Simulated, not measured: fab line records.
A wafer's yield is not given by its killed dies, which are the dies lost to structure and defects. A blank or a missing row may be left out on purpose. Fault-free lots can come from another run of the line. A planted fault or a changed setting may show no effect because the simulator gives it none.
Chamber matching + flow n5 finfet + N5_BEOL_M9_DEP_56 on pecvd-01: 3 sister chambers
The step deposits SiCN from 3MS/NH3, target thk 15 nm, time 26.5 s. 6 wafers are shown with their chamber, then 12 later ones without.

== WAFERS PAIRED WITH THEIR CHAMBERS ==
| wafer  | chamber | throttle valve pct (%) | showerhead plenum p Torr (Torr) |
|--------|---------|------------------------|---------------------------------|
| L087.1 | 2       | 9.0                    | 3.661                           |
| L087.2 | 0       | 8.9                    | 3.652                           |
| L087.5 | 1       | 8.2                    | 3.664                           |
| L076.3 | 2       | 8.9                    | 3.656                           |
| L076.4 | 1       | 8.0                    | 3.658                           |
| L076.6 | 0       | 9.2                    | 3.655                           |

== WAFERS WHOSE CHAMBER IS MISSING ==
| wafer  | throttle valve pct (%) | showerhead plenum p Torr (Torr) |
|--------|------------------------|---------------------------------|
| L088.2 | 9.2                    | 3.658                           |
| L088.3 | 8.0                    | 3.660                           |
| L088.6 | 8.0                    | 3.667                           |
| L093.2 | 8.9                    | 3.659                           |
| L093.4 | 9.0                    | 3.658                           |
| L093.6 | 9.1                    | 3.652                           |
| L096.2 | 8.9                    | 3.660                           |
| L096.5 | 8.2                    | 3.663                           |
| L096.6 | 9.1                    | 3.654                           |
| L097.1 | 8.9                    | 3.647                           |
| L097.5 | 9.0                    | 3.661                           |
| L097.6 | 9.1                    | 3.657                           |

== THE CHAMBER EACH PASSED THROUGH ==
| wafer  | from the rows above     | in truth |
|--------|-------------------------|----------|
| L088.2 | can't be placed: 0 or 2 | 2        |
| L088.3 | 1                       | 1        |
| L088.6 | 1                       | 1        |
| L093.2 | can't be placed: 2 or 0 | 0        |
| L093.4 | can't be placed: 2 or 0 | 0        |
| L093.6 | can't be placed: 0 or 2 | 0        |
| L096.2 | can't be placed: 2 or 0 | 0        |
| L096.5 | 1                       | 1        |
| L096.6 | can't be placed: 0 or 2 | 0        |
| L097.1 | can't be placed: 0 or 2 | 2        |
| L097.5 | can't be placed: 2 or 0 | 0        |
| L097.6 | can't be placed: 0 or 2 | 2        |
Correctly placed: 3 of 12. These rows do not allow placing 9 (true chamber among the candidates in 9). 0 placed wrongly.
How it was worked out, from the rows above alone: a wafer's distance from a chamber is the root of the sum, over the readings, of the square of ((its reading less the chamber's mean) divided by the reading's scatter). The wafer belongs to the nearest chamber; if the next one is less than 2 further off, it can't be placed. For every chamber, the mean is computed from those of its wafers that are shown. The scatter is the square root of a quotient: the sum, over the shown wafers, of each reading's squared deviation from its chamber's mean, divided by wafers minus chambers.
